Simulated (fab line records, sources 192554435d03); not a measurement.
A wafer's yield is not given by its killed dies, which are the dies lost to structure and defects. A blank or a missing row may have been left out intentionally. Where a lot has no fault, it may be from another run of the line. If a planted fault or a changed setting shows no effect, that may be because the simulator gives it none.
What tool caused it? || flow n5-finfet || 9 lots with 27 wafers sampled at 3 steps, on a route of 1938 steps

WHAT THE GAUGES READ, wafer by wafer
N5_BEOL_M4_RC_MEAS_101. Usual: DIBL_N 36.0 mV/V, standard deviation 2.5; DIBL_P 36.3 mV/V, standard deviation 2.8; IOFF_N 0.16 nA/um, standard deviation 0.042; IOFF_P 0.21 nA/um, standard deviation 0.045; ION_N 673 uA/um, standard deviation 15; ION_P 463 uA/um, standard deviation 8.1; SS_N 71.4 mV/dec, standard deviation 0.73; SS_P 73.3 mV/dec, standard deviation 0.92; VT_N 251 mV, standard deviation 4.1; VT_P -250 mV, standard deviation 3.4.
{"lot": "L132", "measured": "day 7 18:45", "on": "prober-01", "DIBL_N (mV/V)": "41.9 36.1 36.1", "DIBL_P (mV/V)": "41.1 35.2 33.6", "IOFF_N (nA/um)": "0.28 0.14 0.14", "IOFF_P (nA/um)": "0.38 0.23 0.22", "ION_N (uA/um)": "698 668 670", "ION_P (uA/um)": "477 467 465", "SS_N (mV/dec)": "73.4 71.5 70.6", "SS_P (mV/dec)": "74.9 73.1 72.8", "VT_N (mV)": "242 252 251", "VT_P (mV)": "-241 -250 -248", "flag": ""}
{"lot": "L135", "measured": "day 8 16:43", "on": "prober-01", "DIBL_N (mV/V)": "32.2 33.9 35.8", "DIBL_P (mV/V)": "34.3 34.7 38.6", "IOFF_N (nA/um)": "0.10 0.12 0.16", "IOFF_P (nA/um)": "0.19 0.21 0.27", "ION_N (uA/um)": "658 677 691", "ION_P (uA/um)": "463 478 482", "SS_N (mV/dec)": "70.2 71.4 72.5", "SS_P (mV/dec)": "73.7 72.5 73.9", "VT_N (mV)": "255 251 247", "VT_P (mV)": "-247 -247 -246", "flag": ""}
{"lot": "L137", "measured": "day 9 03:45", "on": "prober-01", "DIBL_N (mV/V)": "37.0 32.8 33.5", "DIBL_P (mV/V)": "38.0 33.0 33.6", "IOFF_N (nA/um)": "0.18 0.11 0.11", "IOFF_P (nA/um)": "0.22 0.16 0.16", "ION_N (uA/um)": "679 667 654", "ION_P (uA/um)": "462 458 454", "SS_N (mV/dec)": "71.9 70.5 70.8", "SS_P (mV/dec)": "74.2 72.3 73.0", "VT_N (mV)": "247 255 255", "VT_P (mV)": "-251 -254 -252", "flag": ""}
{"lot": "L143", "measured": "day 10 17:39", "on": "prober-01", "DIBL_N (mV/V)": "34.1 33.8 31.4", "DIBL_P (mV/V)": "35.8 34.6 31.7", "IOFF_N (nA/um)": "0.13 0.12 0.09", "IOFF_P (nA/um)": "0.19 0.19 0.15", "ION_N (uA/um)": "668 666 638", "ION_P (uA/um)": "463 467 447", "SS_N (mV/dec)": "70.6 70.8 71.1", "SS_P (mV/dec)": "72.9 72.6 72.0", "VT_N (mV)": "255 254 258", "VT_P (mV)": "-252 -252 -255", "flag": ""}
{"lot": "L146", "measured": "day 11 09:07", "on": "prober-01", "DIBL_N (mV/V)": "33.0 38.1 33.3", "DIBL_P (mV/V)": "35.4 41.2 35.6", "IOFF_N (nA/um)": "0.12 0.22 0.13", "IOFF_P (nA/um)": "0.20 0.30 0.20", "ION_N (uA/um)": "666 678 676", "ION_P (uA/um)": "469 467 474", "SS_N (mV/dec)": "70.3 71.6 70.8", "SS_P (mV/dec)": "72.3 74.2 72.5", "VT_N (mV)": "253 245 253", "VT_P (mV)": "-247 -243 -247", "flag": ""}
{"lot": "L152", "measured": "day 12 17:15", "on": "prober-02", "DIBL_N (mV/V)": "36.9 36.6 36.6", "DIBL_P (mV/V)": "37.6 37.1 38.0", "IOFF_N (nA/um)": "0.16 0.15 0.18", "IOFF_P (nA/um)": "0.23 0.23 0.25", "ION_N (uA/um)": "681 660 686", "ION_P (uA/um)": "467 459 473", "SS_N (mV/dec)": "71.5 71.2 71.6", "SS_P (mV/dec)": "73.4 73.1 74.0", "VT_N (mV)": "251 251 247", "VT_P (mV)": "-247 -248 -245", "flag": ""}
{"lot": "L151", "measured": "day 12 23:50", "on": "prober-02", "DIBL_N (mV/V)": "37.8 37.6 41.4", "DIBL_P (mV/V)": "37.4 36.8 42.1", "IOFF_N (nA/um)": "0.16 0.15 0.22", "IOFF_P (nA/um)": "0.20 0.19 0.28", "ION_N (uA/um)": "669 669 677", "ION_P (uA/um)": "454 452 463", "SS_N (mV/dec)": "71.5 71.2 73.0", "SS_P (mV/dec)": "73.2 72.4 73.5", "VT_N (mV)": "250 252 248", "VT_P (mV)": "-253 -254 -248", "flag": ""}
{"lot": "L153", "measured": "day 13 04:50", "on": "prober-01", "DIBL_N (mV/V)": "39.0 35.4 38.2", "DIBL_P (mV/V)": "39.9 35.2 38.7", "IOFF_N (nA/um)": "0.23 0.15 0.19", "IOFF_P (nA/um)": "0.25 0.18 0.23", "ION_N (uA/um)": "691 669 692", "ION_P (uA/um)": "460 452 466", "SS_N (mV/dec)": "73.0 71.5 72.7", "SS_P (mV/dec)": "74.0 73.2 74.3", "VT_N (mV)": "245 253 250", "VT_P (mV)": "-250 -254 -251", "flag": ""}
{"lot": "L155", "measured": "day 13 22:22", "on": "prober-02", "DIBL_N (mV/V)": "37.7 33.0 34.5", "DIBL_P (mV/V)": "39.1 32.4 34.2", "IOFF_N (nA/um)": "0.19 0.10 0.13", "IOFF_P (nA/um)": "0.27 0.17 0.19", "ION_N (uA/um)": "683 649 669", "ION_P (uA/um)": "477 458 467", "SS_N (mV/dec)": "71.8 69.8 71.2", "SS_P (mV/dec)": "73.7 72.1 73.2", "VT_N (mV)": "248 256 253", "VT_P (mV)": "-245 -256 -251", "flag": ""}

N5_BEOL_M15_CD_MEAS_17 targets a cd of 360 nm. Usual: cd-nm at 361.6 nm, with a standard deviation of 2.7.
{"lot": "L132", "measured": "day 11 12:50", "on": "cd-sem-03", "cd-nm (nm)": "360.6 364.2 363.1", "flag": ""}
{"lot": "L135", "measured": "day 12 04:02", "on": "cd-sem-02", "cd-nm (nm)": "364.4 364.6 361.8", "flag": ""}
{"lot": "L137", "measured": "day 12 11:31", "on": "cd-sem-01", "cd-nm (nm)": "361.6 361.3 366.3", "flag": ""}
{"lot": "L143", "measured": "day 14 00:26", "on": "cd-sem-02", "cd-nm (nm)": "366.1 364.2 359.1", "flag": ""}
{"lot": "L146", "measured": "day 14 21:12", "on": "cd-sem-01", "cd-nm (nm)": "361.0 362.4 363.3", "flag": ""}
{"lot": "L152", "measured": "day 16 00:55", "on": "cd-sem-02", "cd-nm (nm)": "366.5 365.2 363.7", "flag": ""}
{"lot": "L151", "measured": "day 16 06:20", "on": "cd-sem-02", "cd-nm (nm)": "359.6 359.3 360.4", "flag": ""}
{"lot": "L153", "measured": "day 16 12:16", "on": "cd-sem-02", "cd-nm (nm)": "358.6 360.0 359.4", "flag": ""}
{"lot": "L155", "measured": "day 17 16:32", "on": "cd-sem-01", "cd-nm (nm)": "358.7 361.2 359.9", "flag": ""}

WHICH TOOL RAN EACH LOT (tool, then ch and the chambers of the sampled wafers, then the start)
{"lot": "L132", "N5_BEOL_M15_STRIP_64": "rie-diel-04 ch 0,2, day 11 12:50 or earlier"}
{"lot": "L135", "N5_BEOL_M15_STRIP_64": "rie-diel-04 ch 0,3, day 12 04:02 or earlier"}
{"lot": "L137", "N5_BEOL_M15_STRIP_64": "rie-diel-04 ch 2,3, day 12 11:31 or earlier"}
{"lot": "L143", "N5_BEOL_M15_STRIP_64": "rie-diel-04 ch 0,1,3, day 14 00:26 or earlier"}
{"lot": "L146", "N5_BEOL_M15_STRIP_64": "rie-diel-06 ch 1,2,3, day 14 21:12 or earlier"}
{"lot": "L152", "N5_BEOL_M15_STRIP_64": "rie-diel-03 ch 0,2,3, day 16 00:55 or earlier"}
{"lot": "L151", "N5_BEOL_M15_STRIP_64": "rie-diel-04 ch 1,2, day 16 06:20 or earlier"}
{"lot": "L153", "N5_BEOL_M15_STRIP_64": "rie-diel-06 ch 0,1,3, day 16 12:16 or earlier"}
{"lot": "L155", "N5_BEOL_M15_STRIP_64": "rie-diel-04 ch 2,3, day 17 16:32 or earlier"}
- N5_BEOL_M15_STRIP_64: strips in O2.

WHAT THE TOOLS THEMSELVES READ (means of the sampled wafers that have a number; where no wafer has one, the mark that the record gives instead)
N5_BEOL_M15_STRIP_64. Usual: value, then standard deviation, for each; chamber-pressure-mTorr 30.000 mTorr / 0.027; drypump-motor-current-A 5.9 A / 0.55; oes-product-au 0.80 a.u. / 0.091; rf-vpp-V 3.7 V / 0.46; showerhead-plenum-p-Torr 2.08 Torr / 0.065; temp-c 60.01 C / 0.11; throttle-valve-pct 16.69 % / 0.26.
{"lot": "L132", "tool": "rie-diel-04", "chamber-pressure-mTorr (mTorr)": 29.958, "drypump-motor-current-A (A)": 5.6, "oes-product-au (a.u.)": 0.76, "rf-vpp-V (V)": 3.7, "showerhead-plenum-p-Torr (Torr)": 2.04, "temp-c (C)": 60.05, "throttle-valve-pct (%)": 16.54, "flag": ""}
{"lot": "L135", "tool": "rie-diel-04", "chamber-pressure-mTorr (mTorr)": 29.983, "drypump-motor-current-A (A)": 5.9, "oes-product-au (a.u.)": 0.71, "rf-vpp-V (V)": 3.6, "showerhead-plenum-p-Torr (Torr)": 2.15, "temp-c (C)": 60.08, "throttle-valve-pct (%)": 16.95, "flag": ""}
{"lot": "L137", "tool": "rie-diel-04", "chamber-pressure-mTorr (mTorr)": 29.979, "drypump-motor-current-A (A)": 5.4, "oes-product-au (a.u.)": 0.75, "rf-vpp-V (V)": 3.5, "showerhead-plenum-p-Torr (Torr)": 2.12, "temp-c (C)": 59.96, "throttle-valve-pct (%)": 16.91, "flag": ""}
{"lot": "L143", "tool": "rie-diel-04", "chamber-pressure-mTorr (mTorr)": 30.010, "drypump-motor-current-A (A)": 6.1, "oes-product-au (a.u.)": 0.74, "rf-vpp-V (V)": 4.1, "showerhead-plenum-p-Torr (Torr)": 2.10, "temp-c (C)": 60.15, "throttle-valve-pct (%)": 16.90, "flag": ""}
{"lot": "L146", "tool": "rie-diel-06", "chamber-pressure-mTorr (mTorr)": 29.997, "drypump-motor-current-A (A)": 5.9, "oes-product-au (a.u.)": 0.90, "rf-vpp-V (V)": 3.3, "showerhead-plenum-p-Torr (Torr)": 2.11, "temp-c (C)": 60.02, "throttle-valve-pct (%)": 16.50, "flag": ""}
{"lot": "L152", "tool": "rie-diel-03", "chamber-pressure-mTorr (mTorr)": 29.992, "drypump-motor-current-A (A)": 6.3, "oes-product-au (a.u.)": 0.82, "rf-vpp-V (V)": 3.4, "showerhead-plenum-p-Torr (Torr)": 2.05, "temp-c (C)": 59.98, "throttle-valve-pct (%)": 16.49, "flag": ""}
{"lot": "L151", "tool": "rie-diel-04", "chamber-pressure-mTorr (mTorr)": 30.008, "drypump-motor-current-A (A)": 6.0, "oes-product-au (a.u.)": 0.80, "rf-vpp-V (V)": 3.3, "showerhead-plenum-p-Torr (Torr)": 2.01, "temp-c (C)": 60.11, "throttle-valve-pct (%)": 16.83, "flag": ""}
{"lot": "L153", "tool": "rie-diel-06", "chamber-pressure-mTorr (mTorr)": 29.997, "drypump-motor-current-A (A)": 6.3, "oes-product-au (a.u.)": 0.82, "rf-vpp-V (V)": 3.5, "showerhead-plenum-p-Torr (Torr)": 2.11, "temp-c (C)": 59.91, "throttle-valve-pct (%)": 16.67, "flag": ""}
{"lot": "L155", "tool": "rie-diel-04", "chamber-pressure-mTorr (mTorr)": 30.001, "drypump-motor-current-A (A)": 5.5, "oes-product-au (a.u.)": 0.73, "rf-vpp-V (V)": 4.1, "showerhead-plenum-p-Torr (Torr)": 2.10, "temp-c (C)": 60.06, "throttle-valve-pct (%)": 16.98, "flag": ""}

THE ANSWER, worked out from the rows above alone
Rule: a lot counts as off when the mean over its wafers that have a number is more than 3 standard deviations away from the usual mean. Also off: a lot with no number at a reading for which 4 or more lots have one. Any other lot the step has rows for is counted as sound. After the gauges, taken in route order, come the tools' own readings; for these a lot's mean is taken, as printed above. At the first step where some lot is off, the reading lying furthest off is the one used; lots without a number count as furthest.
No lot is off on any of the readings shown, so nothing can be concluded from this.

WHAT THE SIMULATOR PUT IN
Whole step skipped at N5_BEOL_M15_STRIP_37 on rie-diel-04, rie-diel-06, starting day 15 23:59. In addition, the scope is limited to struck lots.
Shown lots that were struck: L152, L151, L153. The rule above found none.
